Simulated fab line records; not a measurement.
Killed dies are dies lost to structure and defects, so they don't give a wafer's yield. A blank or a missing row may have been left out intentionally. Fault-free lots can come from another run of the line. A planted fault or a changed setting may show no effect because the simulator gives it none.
Matching of chambers | flow n5 finfet | rie diel-01 running N5_DUMMY_GATE_ETCH_37: 4 sister chambers
The step etches SOC in N2/H2, target depth 60 nm, overetch 30 nm. 4 wafers are shown with their chamber, then 7 later ones without.

## EACH WAFER AND ITS CHAMBER
wafer  | chamber | drypump motor current A (A)
L077.6 | 2       | 5.3
L085.1 | 0       | 5.5
L086.1 | 3       | 6.0
L086.3 | 1       | 5.4

## WAFERS MISSING THEIR CHAMBER
wafer  | drypump motor current A (A)
L086.6 | 5.4
L087.2 | 5.5
L087.5 | 6.1
L087.6 | 5.4
L092.1 | 5.3
L092.2 | 5.5
L092.5 | 5.5

## CHAMBER TAKEN BY EACH
wafer  | from the rows above | in truth
L086.6 | 1                   | 1
L087.2 | 0                   | 0
L087.5 | 3                   | 3
L087.6 | 1                   | 1
L092.1 | 2                   | 2
L092.2 | 0                   | 0
L092.5 | 0                   | 0
Placed correctly: 7 of 7. Left unplaced by these rows: 0. Number placed wrongly: 0.
How it was worked out, from the rows above alone: a wafer's distance from a chamber is the root of the sum, over the readings, of the square of ((its reading less the chamber's mean) divided by the reading's scatter). If the next closest chamber is less than 2 further off than the closest, the wafer can't be placed; otherwise it belongs to the closest. The mean given for a chamber averages the wafers shown for that chamber. The scatter (one wafer shown for each chamber): square how far every hidden wafer sits from the nearest shown wafer, average those squares and take the square root.
